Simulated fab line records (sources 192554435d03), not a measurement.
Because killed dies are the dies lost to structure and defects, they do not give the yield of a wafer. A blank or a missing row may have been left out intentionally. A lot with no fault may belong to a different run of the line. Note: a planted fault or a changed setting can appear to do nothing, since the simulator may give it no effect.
Problem report in the 8D (eight disciplines) form, filled by code	flow n5 finfet	the parts of the form that need people (team, actions taken, sign-off) are left out

## 1. THE PROBLEM
platen rpm at N5_MOL_CONTACT_COAG_CMP_23 reads a mean of 48.29 rpm on 1 wafer of 1 lot; wafers without a fault read 50.29 rpm with a standard deviation of 0.034. Measured from the usual mean, that is -59 standard deviations.
The step: polishes, stops on SiO2, t overpolish 1.5 s, target thk 0 nm.
Seen first at day 9 08:09 on cmp-01, wafer L928.2. The record has a number at this step for 27 wafers belonging to 9 lots. Rule for "out", or "out of limits": more than 4 standard deviations from the usual mean. All remaining wafers that have a number are taken as sound.

## 2. WHAT THIS IS AND IS NOT
question	is	is not
which readings at this step	platen rpm	motor current A, overpolish run s, time to endpoint s
which lots	L928	L912, L913, L914, L916, L930, L932, L933, L934
which wafers of those lots	L928.2	L928.4, L928.5
read on which tools	cmp-01	cmp-03, cmp-04
when	from day 9 08:09	up to then (14 sound wafers); but 12 sound wafers of L930, L932, L933, L934 came after

## 3. WHAT RULES OUT EACH SUSPECT
Counting: any tool at a process step up to the reading remains a suspect provided it ran every lot that is out. Sound lots after the first of them don't rule it out here, since some wafers of a struck lot are sound.
- rie diel-06 at N5_MOL_CONTACT_COAG_ETCH_106 (etches SOC in N2/H2, target depth 80 nm, overetch 16 nm, time 120 s): kept. It ran the lot that is out, L928 (day 9 00:46); its last sound lot up to then is L913 (day 5 03:28).
- pvd sputter-02 at N5_MOL_CONTACT_COAG_PRE_CLEAN_141 (time 60 s): kept. It ran the lot that is out, L928 (day 9 04:51); its last sound lot up to then is L916 (day 6 01:51).
- cvd co-02 at N5_MOL_CONTACT_COAG_CO_FILL_22 (material Co, precursor CCTBA/H2, target thk 20 nm): kept. It ran the lot that is out, L928 (day 9 05:02); its last sound lot up to then is L913 (day 5 06:52).
- cmp-01 at N5_MOL_CONTACT_COAG_CMP_23 (polishes, stops on SiO2, t overpolish 1.5 s, target thk 0 nm): kept. It ran the lot that is out, L928 (day 9 08:09); its last sound lot up to then is L916 (day 6 03:57). Out on those wafers are its own readings of platen rpm.
- cmp-01, N5_MOL_CONTACT_COAG_CMP_23: wafers that are out in chamber 0, sound lot-mates in chambers 1, 2.
Left after counting: rie diel-06 at N5_MOL_CONTACT_COAG_ETCH_106, pvd sputter-02 at N5_MOL_CONTACT_COAG_PRE_CLEAN_141, cvd co-02 at N5_MOL_CONTACT_COAG_CO_FILL_22, cmp-01 at N5_MOL_CONTACT_COAG_CMP_23.

## 4. THE CAUSE (what the simulator had put in)
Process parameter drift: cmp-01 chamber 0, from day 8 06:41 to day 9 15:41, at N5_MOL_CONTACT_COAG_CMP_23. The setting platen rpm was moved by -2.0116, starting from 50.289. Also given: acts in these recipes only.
Counting left 4 suspects, and this tool is among them.

## 5. SEQUENCE OF EFFECTS, ordered by route
Rows list readings where the struck wafers' mean (over those with a number) sits beyond 3 standard deviations from the usual. Only readings for which the record gives a usual standard deviation are gone through. hours: the time from each lot's start at the first step in this table that gives one to its start at this step, as a median over the lots. sigmas: the change in usual standard deviations.
hours	step	reading	usual	on struck wafers	change	sigmas
0	N5_MOL_CONTACT_COAG_CMP_23	platen rpm	50.29 rpm	48.29	-2.00	-59
The process steps in it:
- N5_MOL_CONTACT_COAG_CMP_23: polishes, stops on SiO2, t overpolish 1.5 s, target thk 0 nm.
Later measuring or inspecting steps at which every struck wafer that the step has a row for has a number for every such reading, and none has moved that far: N5_BEOL_M4_RC_MEAS_101.

## 6. WHAT WOULD HAVE CAUGHT IT SOONER
First out-of-limits reading in this record: day 9 08:09, which is 25 hours after fault onset at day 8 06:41.
